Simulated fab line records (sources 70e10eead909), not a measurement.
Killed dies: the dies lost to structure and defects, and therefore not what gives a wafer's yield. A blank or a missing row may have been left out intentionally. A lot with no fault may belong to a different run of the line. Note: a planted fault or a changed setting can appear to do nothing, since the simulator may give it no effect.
Chamber matching    flow nand-harc    NHARC_A_CHANNEL_HOLE_D1_ETCH_39 on rie-diel-12: 4 sister chambers
The step etches the open film in N2/H2, target depth 260 nm, time 325 s. 8 wafers are shown with their chamber, then 11 later ones without.

## WAFERS PAIRED WITH THEIR CHAMBERS
wafer   chamber  drypump-motor-current-A (A)  rf-vpp-V (V)
L663.5  0        6.5                          431.7
L664.2  1        5.1                          430.6
L664.3  2        5.7                          429.7
L664.5  3        6.1                          428.2
L666.1  3        6.1                          427.2
L666.2  0        6.5                          431.9
L666.3  2        5.7                          429.0
L667.4  1        5.2                          428.7

## WAFERS WHOSE CHAMBER IS MISSING
wafer   drypump-motor-current-A (A)  rf-vpp-V (V)
L667.5  5.2                          431.4
L667.6  6.5                          431.9
L675.1  5.1                          430.2
L675.2  6.5                          433.7
L675.5  6.5                          432.8
L674.1  6.5                          433.6
L674.4  5.1                          429.6
L674.6  5.1                          429.2
L677.1  5.1                          429.8
L677.2  5.7                          428.2
L677.4  6.5                          432.4

## THE CHAMBER EACH PASSED THROUGH
wafer   from the rows above  in truth
L667.5  1                    1
L667.6  0                    0
L675.1  1                    1
L675.2  0                    0
L675.5  0                    0
L674.1  0                    0
L674.4  1                    1
L674.6  1                    1
L677.1  1                    1
L677.2  2                    2
L677.4  0                    0
Placed correctly: 11 of 11. Number that these rows cannot place: 0. Number placed wrongly: 0.
How it was worked out, from the rows above alone: a wafer's distance from a chamber is the root of the sum, over the readings, of the square of ((its reading less the chamber's mean) divided by the reading's scatter). The wafer belongs to the nearest chamber; if the next one is less than 2 further off, it can't be placed. For every chamber, the mean is computed from those of its wafers that are shown. The scatter: take each reading less its chamber's mean, square it, sum over the shown wafers, divide by the number of wafers less the number of chambers, and take the root.
